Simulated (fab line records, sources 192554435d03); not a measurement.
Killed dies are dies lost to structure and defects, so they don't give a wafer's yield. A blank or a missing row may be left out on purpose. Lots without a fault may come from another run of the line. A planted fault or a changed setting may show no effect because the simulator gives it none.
Split-lot experiment | flow n5_finfet | 7 lots, 21 wafers read, on a route of 1938 steps

THE SPLIT
At N5_PASSIVATION_EXPOSE_41 (exposes mask PASS OPEN, defocus 0 nm, target cd 40000 nm), the setting dose_mj was moved away from the recipe's 57.25 on 4 of the 21 wafers read, by -5.7% to +6.4%. The other wafers ran this setting at the recipe's value.

FROM THE SPLIT TO THE READING: what the file shows between them, 3 steps
- N5_PASSIVATION_PEB_42
- N5_PASSIVATION_DEVELOP_43: develop time 60 s
- N5_PASSIVATION_HARDBAKE_45: time 120 s

THE READING
cd_nm, in nm, at N5_PASSIVATION_CD_MEAS_44 (target cd 40000 nm). Fault-free wafers of this fab line usually give 40003 nm, standard deviation 4.5 nm.

wafer  | tool, chamber at the split | dose_mj as run | against the recipe | cd_nm, nm | against lot-mates on the recipe
L076.2 | krf_scanner-01, 0          | 57.25          | recipe             | 40005     | -
L076.5 | krf_scanner-01, 0          | 57.25          | recipe             | 39998     | -
L076.6 | krf_scanner-01, 0          | 53.97          | -5.7%              | 39977     | -24
L077.1 | krf_scanner-02, 0          | 57.25          | recipe             | 40001     | -
L077.3 | krf_scanner-02, 0          | 58.36          | +1.9%              | 40016     | +12
L077.5 | krf_scanner-02, 0          | 57.25          | recipe             | 40008     | -
L083.3 | krf_scanner-01, 0          | 55.11          | -3.7%              | 39983     | -20
L083.5 | krf_scanner-01, 0          | 57.25          | recipe             | 40010     | -
L083.6 | krf_scanner-01, 0          | 57.25          | recipe             | 39997     | -
L084.2 | krf_scanner-02, 0          | 57.25          | recipe             | 40004     | -
L084.5 | krf_scanner-02, 0          | 57.25          | recipe             | 40001     | -
L084.6 | krf_scanner-02, 0          | 57.25          | recipe             | 39999     | -
L088.4 | krf_scanner-01, 0          | 60.89          | +6.4%              | 40023     | +14
L088.5 | krf_scanner-01, 0          | 57.25          | recipe             | 40009     | -
L088.6 | krf_scanner-01, 0          | 57.25          | recipe             | 40008     | -
L095.2 | krf_scanner-01, 0          | 57.25          | recipe             | 39995     | -
L095.5 | krf_scanner-01, 0          | 57.25          | recipe             | 40000     | -
L095.6 | krf_scanner-01, 0          | 57.25          | recipe             | 40002     | -
L097.3 | krf_scanner-01, 0          | 57.25          | recipe             | 40010     | -
L097.4 | krf_scanner-01, 0          | 57.25          | recipe             | 40006     | -
L097.5 | krf_scanner-01, 0          | 57.25          | recipe             | 40006     | -

THE FIT
A straight line over all 21 wafers: cd_nm changes by +4.13 nm for each +1% of dose_mj; r = +0.88; the points scatter about the line by 4.9 nm.
The same after taking each lot's own level away (the mean of its wafers on the recipe; 21 wafers): +3.63 nm for each +1%; r = +0.89; scatter 4.2 nm.
On that fit, the largest move of dose_mj shifts the reading by 23 nm.
The lots' own levels span 39999.0 to 40008.5 nm, that is 2.1 times the standard deviation above.
So the lot-to-lot level changes the slope: the two fits differ.
Check: with one of the wafers moved furthest among these (+6.4%) left out of the fit, the line predicts +30.3 nm for it against its lot-mates. It came out at +14.5 nm against them.

OTHER SPLITS ON THESE WAFERS
These wafers also went through other splits before the reading. Each is held against what the fit with the lots' levels taken away leaves over:
other split on the same wafers | wafers away from the commonest value | r with cd_nm (lot level and that fit taken away)
N5_BEOL_M13_ETCH_59 bias_w     | 8                                    | +0.12
N5_BEOL_M15_COAT_60 spin_rpm   | 7                                    | +0.04
N5_BEOL_M15_DESCUM_33 time_s   | 5                                    | +0.03

THE FILE'S OWN FIT
cd_nm changes by +3.67 nm for each +1% of dose_mj, r = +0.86.
